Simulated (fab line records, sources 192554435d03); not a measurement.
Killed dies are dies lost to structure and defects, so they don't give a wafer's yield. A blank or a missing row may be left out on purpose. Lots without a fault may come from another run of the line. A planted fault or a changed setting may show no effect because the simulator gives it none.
fab line records | flow n5_finfet | part 1 of 2: steps 1 to 4 of 6
record lots=20 wafers=60 last_day=18
route steps=1938 shown BEOL_M7@1301 BEOL_M8@1336
lots that met no fault: from a run of the same line without faults
start_h: hours from the record's first day to the start of the lot's first wafer shown | wait_h: hours since the lot's step before | " the same as in the row above | L1.1+2: a row that stands for several wafers | - no value, or no start given | * or withheld: withheld | < > ~ a bound
route shown NAME@n: a module of which the file shows steps, and the number in the route of the first | usual: mean/standard deviation of fault-free wafers | same: alike in all rows | chamber/n: place in a boat | sites: the reading at each site | _std_site: their standard deviation | _edge_site: outer sites' mean less inner sites' | radius_mm: how far each site lies from the wafer's centre | mask NAME#n: copy n | behind: the tool/chamber that last shaped the wafer | hold: why the lot was held/for how many hours/how that ended | device: the transistor (n, p or np) that didn't switch | end of line: the same wafers' tests at the end of the route | a step without rows: its recipe alone | killed: dies lost to structure and defects at the first sort, not the wafer's yield | map: a wafer's dies, x killed, . not, _ none there
set.NAME: the setting as run; set.NAME@STEP: as run at that earlier step | model.NAME: the simulator's own value behind a step, which no gauge read
steps of the route over a sample of lots; a table a step, a row a wafer
services: from which hour (start_h, from the record's first day; less than 0 if before it) a tool's chamber was out of use, for how many hours, and why
## steps
# step N5_BEOL_M7_ETCH_65
# recipe chemistry=CF4 target=SiARC target_depth_a=156 mask_material=CAR-EUV time_s=26 ion_energy_ev=80 pressure_mtorr=40 source_w=545 bias_w=36 Ar_flow_sccm=100 cf4_flow_sccm=100 ends=cleared
# usual cf4_flow_sccm=100.0/0.32 drypump_motor_current_A=5.8/0.67 etch_rf_on_time_s=26.2/0.58 oes_product_au=0.65/0.066 rf_vpp_V=184.1/1.2 showerhead_plenum_p_Torr=2.14/0.07 throttle_valve_pct=15.68/0.25
# columns lot.wafer tool chamber start_h wait_h cf4_flow_sccm drypump_motor_current_A etch_rf_on_time_s oes_product_au rf_hours_counter_h rf_vpp_V showerhead_plenum_p_Torr throttle_valve_pct
L074.1 rie_diel-01 0 190.91 0.0 99.4 5.0 26.6 0.65 162 186.0 2.23 15.93
L074.3 " 1 " " 100.1 5.2 25.6 0.59 231 182.4 2.21 15.70
L074.5 " 2 " " 100.0 5.5 26.8 0.65 - 184.4 2.14 15.86
L076.3 rie_diel-05 0 198.99 0.0 99.8 6.7 25.9 0.59 212 183.2 2.04 16.07
L076.4 " 2 " " 99.8 5.3 26.6 0.60 212 184.3 2.21 15.74
L076.6 " 0 " " 99.8 6.7 26.0 0.59 - 183.1 2.04 16.06
L075.2 rie_diel-06 0 200.37 0.0 99.8 6.4 25.2 0.72 73 184.8 2.24 15.33
L075.4 " 2 " " 100.0 6.5 25.1 0.79 7 184.6 2.11 15.23
L075.5 " 1 " " 100.1 5.4 26.5 0.61 - 183.3 2.13 15.73
L077.2 rie_diel-06 3 207.41 0.0 99.9 5.4 25.3 0.64 179 183.2 2.13 15.74
L077.4 " 2 " " 100.5 6.5 25.3 0.79 9 183.7 2.11 15.24
L077.5 " 3 " " 100.2 5.4 25.4 0.63 - 184.4 2.13 15.72
L079.1 rie_diel-01 3 214.97 0.0 100.2 4.7 26.1 0.59 237 182.3 2.11 15.93
L079.2 " 1 " " 100.1 5.2 25.4 0.58 238 183.9 2.21 15.72
L079.6 " 2 " " 99.9 5.6 26.6 0.64 - 184.4 2.14 15.89
L080.2 rie_diel-06 2 218.53 0.0 100.1 6.5 25.6 0.77 13 183.7 2.11 15.23
L080.3 " 0 " " 99.6 6.4 26.0 0.69 79 185.4 2.24 15.33
L080.4 " 2 " " 100.1 6.5 26.0 0.77 - 184.1 2.11 15.24
L082.2 rie_diel-01 3 220.88 0.0 100.2 4.7 26.2 0.59 239 183.0 2.11 15.95
L082.3 " 1 " " 99.4 5.2 25.8 0.58 240 184.8 2.21 15.73
L082.4 " 0 " " 100.4 5.0 26.6 0.64 172 184.8 2.23 15.94
L081.2 rie_diel-06 0 224.56 0.0 100.0 6.4 25.9 0.69 82 185.2 2.24 15.35
L081.3 " 1 " " 100.4 5.4 27.2 0.61 197 184.6 2.12 15.75
L081.5 " 3 " " 100.4 5.4 25.5 0.63 - 182.7 2.13 15.72
L083.1 rie_diel-06 2 226.92 0.0 100.1 6.5 25.9 0.75 15 184.6 2.11 15.26
L083.2 " 1 " " 99.9 5.4 27.2 0.60 197 183.3 2.12 15.76
L083.4 " 0 " " 99.8 6.4 26.2 0.70 82 185.7 2.24 15.35
L084.1 rie_diel-06 0 234.87 0.0 100.2 6.4 25.8 0.69 85 184.6 2.24 15.34
L084.2 " 2 " " 100.1 6.5 25.5 0.77 18 183.1 2.11 15.26
L084.4 " 3 " " 99.9 5.5 25.4 0.63 186 184.6 2.13 15.75
L088.2 rie_diel-06 2 311.29 0.0 99.9 6.5 25.6 0.72 41 183.6 2.10 15.29
L088.3 " 3 " " 100.2 5.5 25.7 0.61 208 184.6 2.12 15.77
L088.5 " 0 " " 100.2 6.4 26.0 0.67 - 185.2 2.23 15.39
L094.3 rie_diel-05 2 318.20 0.0 99.8 5.3 26.5 0.58 242 183.3 2.20 15.77
L094.4 " 1 " " 99.9 6.7 26.5 0.60 199 183.1 2.05 15.85
L094.5 " 1 " " 99.8 6.7 26.6 0.60 - 182.7 2.05 15.83
L085.2 rie_diel-05 2 320.33 0.0 99.8 5.3 26.4 0.58 242 185.0 2.20 15.80
L085.4 " 0 " " 99.8 6.7 25.3 0.58 245 182.1 2.03 16.10
L085.6 " 3 " " 99.6 4.9 25.6 0.74 - 184.8 2.25 15.59
L090.1 rie_diel-06 0 321.12 0.0 99.5 6.4 25.9 0.68 109 185.4 2.23 15.40
L090.3 " 2 " " 100.1 6.5 25.7 0.72 42 183.5 2.10 15.31
L090.6 " 0 " " 99.7 6.4 26.0 0.67 - 184.7 2.23 15.39
L089.3 rie_diel-01 2 328.68 0.0 100.0 5.6 26.4 0.62 197 183.7 2.13 15.94
L089.5 " 3 " " 99.2 4.7 25.8 0.82 - 183.1 2.10 15.46
L089.6 " 2 " " 100.0 5.6 26.9 0.62 - 183.6 2.13 15.92
L092.2 rie_diel-06 2 335.02 0.0 100.2 6.5 25.9 0.72 46 183.2 2.10 15.31
L092.4 " 1 " " 100.1 5.4 27.4 0.58 228 183.2 2.11 15.83
L092.6 " 3 " " 99.5 5.4 25.9 0.60 - 183.4 2.12 15.79
L091.1 rie_diel-06 1 341.76 0.0 100.3 5.4 27.1 0.58 230 184.6 2.11 15.82
L091.2 " 2 " " 100.1 6.5 25.5 0.72 47 182.7 2.10 15.32
L091.3 " 3 " " 99.3 5.5 25.8 0.61 215 184.4 2.12 15.80
L093.2 rie_diel-06 2 347.75 0.0 100.2 6.5 26.0 0.70 48 181.7 2.10 15.31
L093.3 " 3 " " 100.1 5.4 25.5 0.61 216 184.4 2.12 15.80
L093.6 " 0 " " 100.6 6.4 26.2 0.66 - 185.5 2.23 15.41
L096.1 rie_diel-05 3 351.86 0.0 99.5 5.0 26.0 0.72 62 186.4 2.25 15.61
L096.4 " 1 " " 99.7 6.7 27.1 0.59 204 182.2 2.05 15.85
L096.5 " 0 " " 100.0 6.7 25.7 0.58 - 183.1 2.03 16.13
L086.3 rie_diel-06 2 360.10 0.0 100.2 6.5 25.8 0.70 52 183.4 2.10 15.32
L086.4 " 1 " " 99.9 5.4 27.3 0.57 234 184.1 2.11 15.82
L086.5 " 2 " " 99.9 6.5 25.7 0.71 - 184.5 2.10 15.32
# step N5_BEOL_M7_STRIP_36
# recipe chemistry=N2/H2 power_w=450 temp_c=40 pressure_mtorr=20 rf_frequency_hz=6e+07 overash_fraction=0.3 bias_power_w=7 h2_frac=0.5 n2_flow_sccm=200 h2_flow_sccm=200
# usual drypump_motor_current_A=5.8/0.67 n2_flow_sccm=200.0/0.59 oes_product_au=0.76/0.078 rf_vpp_V=59.2/1.3 showerhead_plenum_p_Torr=2.54/0.099 throttle_valve_pct=23.65/0.25
# same overash_fraction=0.3
# columns lot.wafer tool chamber start_h wait_h drypump_motor_current_A n2_flow_sccm oes_product_au rf_hours_counter_h rf_vpp_V showerhead_plenum_p_Torr throttle_valve_pct
L074.1 rie_diel-01 0 191.09 0.0 5.0 199.7 0.77 162 61.3 2.64 23.94
L074.3 " 1 " " 5.2 201.1 0.68 231 60.1 2.60 23.49
L074.5 " 2 " " 5.5 199.6 0.76 - 61.2 2.52 23.70
L076.3 rie_diel-05 0 199.17 0.0 6.7 199.4 0.68 213 60.2 2.39 23.98
L076.4 " 2 " " 5.3 199.8 0.71 213 62.4 2.62 23.65
L076.6 " 0 " " 6.7 200.0 0.68 - 58.7 2.39 24.01
L075.2 rie_diel-06 0 200.55 0.0 6.4 198.4 0.83 74 59.7 2.68 23.19
L075.4 " 2 " " 6.5 199.2 0.92 7 59.1 2.50 23.30
L075.5 " 1 " " 5.4 200.3 0.73 - 57.4 2.51 23.61
L077.2 rie_diel-06 3 207.59 0.0 5.5 199.7 0.73 179 59.1 2.52 23.80
L077.4 " 2 " " 6.5 199.3 0.92 9 62.2 2.50 23.33
L077.5 " 3 " " 5.5 200.1 0.73 - 57.6 2.52 23.80
L079.1 rie_diel-01 3 215.15 0.0 4.7 200.4 0.68 237 58.8 2.50 23.97
L079.2 " 1 " " 5.2 199.9 0.68 238 60.2 2.60 23.52
L079.6 " 2 " " 5.6 201.2 0.75 - 59.7 2.51 23.71
L080.2 rie_diel-06 2 218.71 0.0 6.5 199.5 0.90 13 56.8 2.50 23.35
L080.3 " 0 " " 6.4 199.5 0.81 79 60.2 2.68 23.24
L080.4 " 2 " " 6.5 200.0 0.90 - 59.6 2.49 23.33
L082.2 rie_diel-01 3 221.06 0.0 4.7 200.4 0.69 239 60.5 2.50 23.97
L082.3 " 1 " " 5.2 200.1 0.67 240 59.6 2.60 23.50
L082.4 " 0 " " 5.1 199.6 0.76 172 61.0 2.63 23.91
L081.2 rie_diel-06 0 224.74 0.0 6.3 199.7 0.81 82 57.8 2.68 23.25
L081.3 " 1 " " 5.4 199.9 0.73 197 60.0 2.51 23.62
L081.5 " 3 " " 5.5 199.5 0.72 - 57.7 2.52 23.80
L083.1 rie_diel-06 2 227.10 0.0 6.5 200.1 0.91 16 59.1 2.49 23.35
L083.2 " 1 " " 5.4 199.8 0.72 197 60.7 2.51 23.61
L083.4 " 0 " " 6.4 199.8 0.82 82 61.9 2.68 23.21
L084.1 rie_diel-06 0 235.05 0.0 6.4 199.7 0.81 85 57.7 2.68 23.21
L084.2 " 2 " " 6.5 200.7 0.90 18 59.2 2.49 23.34
L084.4 " 3 " " 5.5 200.5 0.72 186 58.1 2.52 23.82
L088.2 rie_diel-06 2 311.47 0.0 6.5 200.4 0.85 41 59.7 2.48 23.35
L088.3 " 3 " " 5.5 199.5 0.70 208 58.2 2.51 23.84
L088.5 " 0 " " 6.4 199.9 0.80 - 59.8 2.67 23.27
L094.3 rie_diel-05 2 318.38 0.0 5.3 201.6 0.69 242 58.7 2.60 23.66
L094.4 " 1 " " 6.7 199.8 0.71 199 59.7 2.41 23.89
L094.5 " 1 " " 6.7 200.1 0.71 - 58.6 2.41 23.88
L085.2 rie_diel-05 2 320.51 0.0 5.3 200.4 0.68 242 56.8 2.60 23.65
L085.4 " 0 " " 6.7 199.7 0.68 245 56.8 2.38 24.04
L085.6 " 3 " " 4.9 199.9 0.86 - 62.0 2.70 23.67
L090.1 rie_diel-06 0 321.30 0.0 6.4 200.4 0.80 109 61.2 2.67 23.24
L090.3 " 2 " " 6.5 200.7 0.84 42 59.3 2.48 23.38
L090.6 " 0 " " 6.4 201.2 0.78 - 59.5 2.66 23.24
L089.3 rie_diel-01 2 328.86 0.0 5.6 200.5 0.73 197 59.0 2.50 23.73
L089.5 " 3 " " 4.7 201.1 0.95 - 56.8 2.49 23.63
L089.6 " 2 " " 5.6 201.3 0.74 - 58.6 2.50 23.75
L092.2 rie_diel-06 2 335.20 0.0 6.5 200.0 0.84 46 57.8 2.48 23.36
L092.4 " 1 " " 5.4 200.5 0.69 228 59.0 2.49 23.66
L092.6 " 3 " " 5.5 199.6 0.71 - 61.8 2.51 23.85
L091.1 rie_diel-06 1 341.94 0.0 5.4 200.6 0.69 230 57.4 2.49 23.65
L091.2 " 2 " " 6.5 199.1 0.85 47 58.8 2.48 23.39
L091.3 " 3 " " 5.5 199.6 0.71 215 58.6 2.51 23.85
L093.2 rie_diel-06 2 347.93 0.0 6.5 200.2 0.83 48 58.2 2.48 23.37
L093.3 " 3 " " 5.4 200.3 0.70 216 59.4 2.51 23.87
L093.6 " 0 " " 6.4 199.7 0.78 - 58.9 2.66 23.29
L096.1 rie_diel-05 3 352.04 0.0 4.9 200.0 0.85 62 60.7 2.70 23.71
L096.4 " 1 " " 6.7 200.0 0.70 204 60.2 2.40 23.89
L096.5 " 0 " " 6.7 199.6 0.67 - 59.0 2.38 24.07
L086.3 rie_diel-06 2 360.28 0.0 6.5 200.0 0.83 52 58.8 2.48 23.40
L086.4 " 1 " " 5.4 199.5 0.69 234 58.8 2.49 23.66
L086.5 " 2 " " 6.5 199.7 0.82 - 58.9 2.48 23.38
# step N5_BEOL_M7_CMP_52
# recipe stop_on=SiCOH_lowk t_overpolish_s=6.9 down_force_psi=1 platen_rpm=50 clearing_platen_down_force_psi=1.5 clearing_platen_rpm=50 post_cmp_clean=cu_alkaline target_thk_nm=80 clearing_platen_pad_velocity_m_s=0.99484 pad_velocity_m_s=0.99484
# usual barrier_field_endpoint_s=28.3/0.63 motor_current_A=6.0/0.68 overpolish_run_s=6.900/0.0087 time_to_endpoint_s=61.3/3
# columns lot.wafer tool chamber start_h wait_h barrier_field_endpoint_s motor_current_A overpolish_run_s time_to_endpoint_s
L074.3 cmp-02 3 193.58 0.4 28.1 6.5 6.897 58.8
L074.1 " 0 " " 28.1 4.9 6.915 58.6
L074.5 " 2 " " 29.3 5.7 6.903 64.6
L076.3 cmp-03 2 202.88 0.2 28.6 6.7 6.897 60.0
L076.4 " 3 " " 28.5 6.2 6.894 63.7
L076.6 " 1 " " 28.4 6.7 6.910 57.3
L075.2 cmp-03 1 203.46 0.2 27.6 6.5 6.887 57.4
L075.4 " 2 " " 28.4 6.7 6.905 56.1
L075.5 " 2 " " 27.5 6.5 6.903 61.2
L077.2 cmp-01 3 210.91 0.2 27.6 5.2 6.894 58.0
L077.4 " 1 " " 28.2 6.9 6.897 58.5
L077.5 " 3 " " 28.4 5.2 6.892 61.7
L079.1 cmp-03 1 217.74 0.3 28.0 6.4 6.902 62.3
L079.2 " 2 " " 28.4 6.4 6.896 61.5
L079.6 " 1 " " 28.8 6.2 6.897 60.2
L080.3 cmp-03 1 220.51 0.2 27.2 6.4 6.912 59.6
L080.4 " 3 " " 28.5 6.2 6.906 61.9
L080.2 " 0 " " 28.4 5.6 6.899 64.3
L082.3 cmp-02 0 223.23 0.2 27.8 4.7 6.913 53.5
L082.4 " 2 " " 29.0 5.9 6.913 59.8
L082.2 " 3 " " 28.5 6.6 6.899 60.8
L081.3 cmp-02 0 226.60 0.2 27.5 5.0 6.900 58.6
L081.2 " 1 " " 27.7 5.3 6.893 63.2
L081.5 " 3 " " 28.6 6.4 6.894 58.7
L083.4 cmp-01 3 228.88 0.1 28.7 5.4 6.903 59.0
L083.1 " 0 " " 29.3 5.8 6.916 61.7
L083.2 " 2 " " 28.4 6.8 6.906 59.7
L084.1 cmp-03 0 236.86 0.3 28.0 5.4 6.898 61.9
L084.2 " 1 " " 27.4 6.7 6.893 60.3
L084.4 " 3 " " 28.5 6.6 6.908 65.2
L088.3 cmp-01 2 313.71 0.2 28.3 7.1 6.894 66.0
L088.2 " 1 " " 29.0 6.8 6.907 63.9
L088.5 " 2 " " 28.3 6.9 6.917 66.9
L094.3 cmp-02 3 320.53 0.2 27.8 7.2 6.892 60.3
L094.4 " 0 " " 27.6 5.1 6.916 59.1
L094.5 " 0 " " 27.2 5.0 6.897 60.1
L085.4 cmp-02 0 324.66 0.2 27.8 5.1 6.914 60.1
L085.2 " 1 " " 28.1 5.0 6.895 62.9
L085.6 " 3 " " 29.0 6.7 6.899 60.3
L090.1 cmp-02 2 324.93 0.3 28.9 6.0 6.917 65.0
L090.3 " 3 " " 27.3 6.7 6.899 59.2
L090.6 " 1 " " 29.4 5.2 6.884 64.4
L089.3 cmp-01 3 331.50 0.2 27.0 5.1 6.902 61.1
L089.5 " 1 " " 27.9 6.7 6.903 59.1
L089.6 " 2 " " 28.2 6.6 6.913 60.5
L092.4 cmp-02 2 338.82 0.2 28.2 6.3 6.895 60.9
L092.2 " 3 " " 27.6 6.6 6.896 57.5
L092.6 " 1 " " 28.8 5.5 6.898 61.5
L091.3 cmp-03 0 344.06 0.2 28.3 5.6 6.897 62.0
L091.1 " 1 " " 28.2 6.2 6.878 62.8
L091.2 " 2 " " 28.2 6.4 6.908 61.3
L093.2 cmp-02 2 352.12 0.2 28.7 6.4 6.904 63.2
L093.3 " 0 " " 28.4 5.0 6.910 59.4
L093.6 " 3 " " 28.8 6.5 6.901 59.9
L096.4 cmp-02 2 354.44 0.2 28.1 6.2 6.884 61.7
L096.1 " 3 " " 28.3 6.6 6.899 61.9
L096.5 " 0 " " 29.1 5.1 6.902 58.7
L086.3 cmp-02 2 365.75 0.2 28.5 6.1 6.889 62.8
L086.4 " 3 " " 27.5 6.4 6.920 57.6
L086.5 " 2 " " 27.9 6.0 6.905 60.3
# step N5_BEOL_M8_HM_DEP_02
# recipe material=TiN target_thk_a=200 temp_c=25 chamber_pressure_pa=0.49996
# usual throttle_valve_pct=29.9/1.1
# columns lot.wafer tool chamber start_h wait_h throttle_valve_pct
L074.1 pvd_sputter-02 - 194.67 0.0 30.7
L074.3 " - " " 28.5
L074.5 " - " " 29.2
L076.3 pvd_sputter-03 - 203.96 0.0 29.0
L076.4 " - " " 28.3
L076.6 " - " " 28.0
L075.2 pvd_sputter-02 - 205.82 1.2 30.5
L075.4 " - " " 29.5
L075.5 " - " " 30.4
L077.2 pvd_sputter-03 - 212.15 0.1 30.9
L077.4 " - " " 28.2
L077.5 " - " " 31.1
L079.1 pvd_sputter-03 - 218.90 0.0 28.2
L079.2 " - " " 29.0
L079.6 " - " " 30.6
L080.2 pvd_sputter-01 - 221.72 0.1 30.2
L080.3 " - " " 31.3
L080.4 " - " " 30.5
L082.2 pvd_sputter-03 - 224.43 0.0 30.7
L082.3 " - " " 31.3
L082.4 " - " " 28.4
L081.2 pvd_sputter-01 - 227.72 0.0 31.4
L081.3 " - " " 29.9
L081.5 " - " " 31.6
L083.1 pvd_sputter-03 - 230.06 0.0 31.0
L083.2 " - " " 28.1
L083.4 " - " " 28.7
L084.1 pvd_sputter-02 - 238.04 0.1 30.4
L084.2 " - " " 29.1
L084.4 " - " " 28.9
L088.2 pvd_sputter-01 - 315.68 0.8 31.4
L088.3 " - " " 30.1
L088.5 " - " " 30.0
L094.3 pvd_sputter-02 - 321.85 0.1 29.0
L094.4 " - " " 28.3
L094.5 " - " " 28.8
L085.2 pvd_sputter-03 - 325.75 0.0 30.9
L085.4 " - " " 30.9
L085.6 " - " " 28.4
L090.1 pvd_sputter-01 - 326.05 0.0 30.3
L090.3 " - " " 31.6
L090.6 " - " " 30.2
L089.3 pvd_sputter-03 - 335.01 2.5 29.0
L089.5 " - " " 28.6
L089.6 " - " " 28.5
L092.2 pvd_sputter-01 - 342.28 2.4 30.1
L092.4 " - " " 31.4
L092.6 " - " " 30.1
L091.1 pvd_sputter-03 - 345.33 0.1 28.1
L091.2 " - " " 30.9
L091.3 " - " " 30.7
L093.2 pvd_sputter-02 - 353.75 0.3 29.1
L093.3 " - " " 29.4
L093.6 " - " " 29.1
L096.1 pvd_sputter-03 - 356.86 1.4 31.5
L096.4 " - " " 30.9
L096.5 " - " " 28.9
L086.3 pvd_sputter-01 - 369.17 2.3 30.2
L086.4 " - " " 29.8
L086.5 " - " " 30.5
